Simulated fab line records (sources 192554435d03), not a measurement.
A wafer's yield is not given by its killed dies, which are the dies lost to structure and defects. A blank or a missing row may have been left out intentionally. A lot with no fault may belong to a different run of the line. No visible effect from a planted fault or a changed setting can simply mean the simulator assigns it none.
Problem report in the 8D (eight disciplines) form, filled by code	flow n5Finfet	the parts of the form that need people (team, actions taken, sign-off) are left out

## 1. WHAT WENT WRONG
VT_N_LONG at N5_BEOL_M4_RC_MEAS_101 reads a mean of 371.9 mV on 1 wafer of 1 lot; wafers without a fault read 274.5 mV with a standard deviation of 2.3. That puts it +42 standard deviations away from the usual mean.
First observed at day 11 08:06: wafer L584.6, on prober-01. At this step, 30 wafers from 10 lots have a number in the record. The rule behind "out" and "out of limits": a value lying over 4 standard deviations away from the usual mean. All remaining wafers that have a number are taken as sound.

## 2. WHAT IT IS AND WHAT IT IS NOT
question	is	is not
which readings at this step	VT_N_LONG, IOFF_N, IOFF_N_85C, IOFF_N_LIN, IOFF_N_LONG, ION_N, VT_N, VT_N_LVT	DIBL_N, DIBL_P, IOFF_P, ION_P, SS_N, SS_P, VT_P
which lots	L584	L576, L577, L578, L580, L582, L583, L589, L598, L599
which wafers of those lots	L584.6	L584.1, L584.4
read on which gauges	prober-01	prober-02
when	from day 11 08:06	up to then (20 sound wafers); but 9 sound wafers of L589, L598, L599 came after

## 3. WHAT RULES OUT EACH SUSPECT
Counting: if a tool at a process step up to the reading ran every lot that is out, it stays a suspect. Sound lots after the first of them don't rule it out here, since some wafers of a struck lot are sound.
- the gauge at N5_BEOL_M4_RC_MEAS_101: kept. All the wafers that are out were read on prober-01, and no step on other tools shows them out.
- wetBench-02 at N5_HKMG_FIN_WET_ETCH_18 (etches TiN in SC1, time 55 s, target depth 5.2 nm, rinse time 30 s): kept. It ran the lot that is out, L584 (day 6 21:35); its last sound lot up to then is L583 (day 6 18:56).
- pvdSputter-02 at N5_BEOL_M4_ANNEAL_82 (time 240 s): kept. It ran the lot that is out, L584 (day 11 05:45).
- pvdSputter-02 at N5_BEOL_M4_ANNEAL_89 (time 240 s): kept. It ran the lot that is out, L584 (day 11 06:11).
Left after counting: wetBench-02 at N5_HKMG_FIN_WET_ETCH_18, pvdSputter-02 at N5_BEOL_M4_ANNEAL_82, pvdSputter-02 at N5_BEOL_M4_ANNEAL_89, prober-01 at N5_BEOL_M4_RC_MEAS_101.

## 4. THE CAUSE (what the simulator had put in)
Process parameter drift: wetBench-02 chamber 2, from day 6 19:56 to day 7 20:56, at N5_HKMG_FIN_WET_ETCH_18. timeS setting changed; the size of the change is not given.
4 suspects survive the count, and this tool is in that group.

## 5. SEQUENCE OF EFFECTS, ordered by route
Each row: a reading where the mean over the struck wafers with a number is more than 3 standard deviations away from the usual. Only readings for which the record gives a usual standard deviation are gone through. hours: the time from each lot's start at the first step in this table that gives one to its start at this step, as a median over the lots. sigmas: the change in usual standard deviations.
hours	step	reading	usual	on struck wafers	change	sigmas
0	N5_BEOL_M4_RC_MEAS_101	IOFF_N	0.160 nA/um	0.005	-0.155	-6.0
0	N5_BEOL_M4_RC_MEAS_101	IOFF_N_85C	3.1 nA/um	0.2	-2.9	-6.9
0	N5_BEOL_M4_RC_MEAS_101	IOFF_N_LIN	0.075 nA/um	0.002	-0.073	-7.5
0	N5_BEOL_M4_RC_MEAS_101	IOFF_N_LONG	5.6e-05 nA/um	2.3e-05	-3.3e-05	-10
0	N5_BEOL_M4_RC_MEAS_101	ION_N	677 uA/um	461	-216	-22
0	N5_BEOL_M4_RC_MEAS_101	VT_N	249.1 mV	348.8	+99.7	+38
0	N5_BEOL_M4_RC_MEAS_101	VT_N_LONG	274.5 mV	371.9	+97.4	+42
0	N5_BEOL_M4_RC_MEAS_101	VT_N_LVT	97.6 mV	197.6	+100.0	+36
106	N5_PASSIVATION_PROBE_49	sortNPass	1077	0	-1077	-60
106	N5_PASSIVATION_PROBE_49	sortYieldPct	91.3 %	0.0	-91.3	-61
It contains these process steps:
- N5_PASSIVATION_PROBE_49

## 6. HOW IT WOULD HAVE BEEN CAUGHT EARLIER
108 hours passed between the start of the fault at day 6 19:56 and the first reading out of limits at a measuring or inspecting step in this record, taken at day 11 08:06.
By day 11 08:06 the whole set of lots that are out, 1 in number, had already begun N5_HKMG_FIN_WET_ETCH_18 on wetBench-02. Holding the tool at that point would not have protected any of them.
